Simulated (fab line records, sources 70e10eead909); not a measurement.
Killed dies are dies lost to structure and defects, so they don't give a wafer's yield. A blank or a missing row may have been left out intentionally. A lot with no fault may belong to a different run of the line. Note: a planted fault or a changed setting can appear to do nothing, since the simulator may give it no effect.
Comparing a struck lot with a sound one	flow nand_harc	15 out of 1159 route steps
Sound: the wafers L863.1, L863.3, L863.5. Struck: wafers L864.1, L864.3, L864.4. The cause is named last.
At each step with rows: each side's tool, then ch and its chambers, then its first start. Under that, the readings that differ: sound wafers	struck wafers	difference of the means	sigmas: that difference in standard deviations of wafers without a fault.
alike: words and numbers the same on both sides, and readings whose means are apart by under 2 such deviations; not compared: readings that were withheld, readings missing a value for some wafer, numbers with overlapping values and no deviation given by the record, and bounds like >300 which may hide the same value.
The two part at a step that has a row with sigmas, a row that says differs or no value, or rows on one side only. Non-overlapping numbers with no deviation appear without sigmas and do not part them. Lack of a reading on every wafer of one side parts them only where that side has two or more wafers.

first, 5 steps without rows for these wafers: NHARC_P_M0_SOFTBAKE_04 (time 55 s); NHARC_P_M0_EBR_05; NHARC_P_M0_EXPOSE_06 (exposes mask P M0, target cd 90 nm); NHARC_P_M0_PEB_07 (peb time 65 s); NHARC_P_M0_DEVELOP_08 (develop time 35 s).
NHARC_P_M0_CD_MEAS_09 targets a cd of 90 nm.
  sound on cd_sem-03 ch 0, day 8 23:23; struck on cd_sem-03 ch 0, day 8 23:55
  alike: cd_nm
NHARC_P_M0_OVL_MEAS_10: pitch 180 nm.
  sound on overlay-02, day 8 23:28; struck on overlay-02, day 9 00:00
reading	sound	struck	difference	sigmas
overlay_x_nm (nm)	-0.6 -0.5 -0.9	1.4 1.0 1.3	+1.9	+2
  alike: overlay_y_nm
NHARC_P_M0_INSPECT_11:
  sound on defect_inspect-01, day 8 23:31; struck on defect_inspect-01, day 9 00:02
  alike: raw_defect_count
NHARC_P_M0_DESCUM_14: chemistry O2, time 3 s.
  sound on rie_diel-07 ch 0,2, day 8 23:35; struck on rie_diel-07 ch 1,2,3, day 9 00:06
  alike: drypump_motor_current_A, oes_product_au, rf_vpp_V, showerhead_plenum_p_Torr, throttle_valve_pct
  not compared: rf_hours_counter_h
NHARC_P_M0_ETCH_34: etches the open film in N2/H2, target depth 40 nm, overetch 12 nm, time 43.94 s.
  sound on rie_diel-07 ch 2,3, day 8 23:40; struck on rie_diel-07 ch 0,2,3, day 9 00:11
  alike: drypump_motor_current_A, oes_product_au, rf_vpp_V, showerhead_plenum_p_Torr, throttle_valve_pct
  not compared: rf_hours_counter_h
NHARC_P_M0_ETCH_15: etches the open film in C4F8/Ar, target depth 150 nm, overetch 15 nm, time 82.5 s.
  sound on rie_diel-07 ch 1,2; struck on rie_diel-07 ch 0,1,3
reading	sound	struck	difference	sigmas
oes_product_au (a.u.)	0.976 0.972 0.971	0.925 0.916 0.912	-0.055	-3
  alike: rf_vpp_V
  not compared: rf_hours_counter_h
NHARC_P_M0_CD_MEAS_16:
  sound on cd_sem-02, day 8 23:52; struck on cd_sem-03, day 9 00:24
  alike: cd_nm
NHARC_P_M0_STRIP_18: strips in N2/H2.
  sound on rie_diel-07 ch 0,2, day 8 23:56; struck on rie_diel-07 ch 0,2,3, day 9 00:28
  no value came back on the struck wafers for any of 7 readings (bias_w (W), chamber_pressure_mTorr (mTorr) and others); on the sound wafers bias_w (W) reads 0 0 0
  not compared: rf_hours_counter_h
then, 1 step without rows for these wafers: NHARC_P_M0_STRIP_19 (strips in post etch residue remover, time 600 s).
-- the record jumps here: 13 days lie between the struck wafers' starts before and after (it left off in module P_M0 and takes up again in module END, whose first step shown is number 1159 of the route) --
NHARC_END_SORT_01:
  sound on prober-02 ch 0, day 22 12:26; struck on prober-02 ch 0, day 22 04:45
reading	sound	struck	difference	sigmas
defect_limited_yield (%)	93.4 94.2 93.2	6.5 4.7 4.7	-88.3	-52
killed_at_periphery	1 2 1	617 628 623	+621	+99 or more
killed_dies	45 39 46	633 645 645	+598	+50
sort_bin_2_pct (%)	1.3 1.6 1.5	91.7 92.8 92.6	+90.9	+99 or more
sort_bin_4_pct (%)	5.0 4.0 4.9	1.8 2.5 2.4	-2.4	-2
sort_n_pass	632 638 631	44 32 32	-598	-50
sort_rim_yield_pct (%)	97.2 100.0 99.1	32.1 20.8 0.9	-80.8	-54
sort_yield_pct (%)	93.4 94.2 93.2	6.5 4.7 4.7	-88.3	-52
  alike: killed_at_array, killed_at_other, killed_open, killed_short, sort_bin_3_pct

== WHERE THEY PART ==
Earliest at NHARC_P_M0_OVL_MEAS_10; latest, in this record, at NHARC_END_SORT_01.

WHY: what had been put in by the simulator
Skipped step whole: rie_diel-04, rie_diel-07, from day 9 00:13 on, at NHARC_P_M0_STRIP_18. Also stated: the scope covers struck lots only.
